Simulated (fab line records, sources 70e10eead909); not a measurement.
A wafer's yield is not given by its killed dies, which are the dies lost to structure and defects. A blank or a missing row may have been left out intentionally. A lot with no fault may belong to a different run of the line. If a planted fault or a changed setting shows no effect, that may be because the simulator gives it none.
Chamber matching	flow nand harc	4 sister chambers for NHARC_A_CHANNEL_HOLE_D2_ETCH_38 on rie diel-06
The step etches the open film in CF4, target depth 39 nm, time 65 s. 4 wafers are shown with their chamber, then 9 later ones without.

## EACH WAFER AND ITS CHAMBER
wafer	chamber	showerhead plenum p Torr (Torr)
L078.6	0	1.66
L080.4	2	1.67
L083.2	1	1.88
L083.6	3	1.81

## WAFERS WITHOUT THEIR CHAMBER
wafer	showerhead plenum p Torr (Torr)
L085.1	1.88
L085.4	1.66
L085.5	1.81
L093.1	1.66
L093.2	1.81
L093.3	1.88
L096.2	1.66
L096.3	1.80
L096.6	1.66

## CHAMBER TAKEN BY EACH
wafer	from the rows above	in truth
L085.1	1	1
L085.4	0	0
L085.5	3	3
L093.1	0	0
L093.2	3	3
L093.3	1	1
L096.2	0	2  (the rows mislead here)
L096.3	3	3
L096.6	0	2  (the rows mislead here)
Correct placement for 7 of the 9. Left unplaced by these rows: 0. 2 placed wrongly.
How it was worked out, from the rows above alone: a wafer's distance from a chamber is the root of the sum, over the readings, of the square of ((its reading less the chamber's mean) divided by the reading's scatter). The wafer belongs to the nearest chamber; if the next one is less than 2 further off, it can't be placed. The mean given for a chamber averages the wafers shown for that chamber. The scatter: root of mean squared gap, hidden wafer to nearest shown wafer, with one shown wafer a chamber.
